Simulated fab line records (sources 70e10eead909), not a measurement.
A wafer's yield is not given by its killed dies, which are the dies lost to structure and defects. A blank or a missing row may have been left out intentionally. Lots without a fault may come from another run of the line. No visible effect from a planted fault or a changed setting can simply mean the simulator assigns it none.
Matching of chambers | flow nand-harc | NHARC_P_M0_CMP_23 on cmp-04 has 4 sister chambers
The step polishes, t overpolish 20 s, target thk 117.54 nm. 16 wafers are shown with their chamber, then 8 later ones without.

## WAFERS WITH THEIR CHAMBER
wafer  | chamber | motor-current-A (A) | time-to-endpoint-s (s)
L079.1 | 3       | 12.1                | 26.3
L079.4 | 1       | 9.6                 | 30.7
L079.6 | 0       | 10.1                | 28.7
L086.2 | 0       | 9.7                 | 33.1
L086.4 | 1       | 9.3                 | 33.0
L086.6 | 1       | 9.1                 | 34.0
L089.2 | 2       | 11.3                | 29.6
L089.3 | 0       | 9.9                 | 29.2
L089.4 | 3       | 12.0                | 30.9
L088.2 | 0       | 10.0                | 30.5
L088.3 | 2       | 11.5                | 28.4
L088.5 | 3       | 11.8                | 29.7
L090.1 | 3       | 12.4                | 30.4
L090.2 | 2       | 11.3                | 31.3
L090.3 | 0       | 9.7                 | 32.5
L091.2 | 1       | 9.7                 | 32.3

SIGNATURES (means of the wafers above)
reading            | chamber 0 | chamber 1 | chamber 2 | chamber 3 | scatter within a chamber
motor-current-A    | 9.880     | 9.425     | 11.367    | 12.075    | 0.218
time-to-endpoint-s | 30.800    | 32.500    | 29.767    | 29.325    | 1.78
Rule: a wafer's distance from a chamber is the root of the sum, over the readings, of the square of ((its reading less the chamber's mean) divided by the reading's scatter). The wafer belongs to the nearest chamber; if the next one is less than 2 further off, it can't be placed. The scatter: the root of (the sum of the squares of (reading less its chamber's mean) over the shown wafers, divided by (wafers less chambers)).

## WAFERS WHOSE CHAMBER IS MISSING
wafer  | motor-current-A (A) | time-to-endpoint-s (s)
L091.4 | 11.3                | 29.6
L091.5 | 9.4                 | 27.3
L094.1 | 9.5                 | 30.4
L094.2 | 12.2                | 26.4
L094.4 | 9.5                 | 30.7
L097.2 | 9.6                 | 30.2
L097.4 | 11.2                | 28.2
L097.6 | 12.2                | 25.7

## EACH ONE'S CHAMBER
wafer  | from the rows above     | in truth
L091.4 | 2                       | 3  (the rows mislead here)
L091.5 | can't be placed: 1 or 0 | 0
L094.1 | can't be placed: 1 or 0 | 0
L094.2 | 3                       | 3
L094.4 | can't be placed: 1 or 0 | 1
L097.2 | can't be placed: 0 or 1 | 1
L097.4 | 2                       | 2
L097.6 | 3                       | 3
Correct placement for 3 of the 8. Not placeable from these rows: 4 (in 4, the candidates include the true chamber). Placed wrongly: 1.
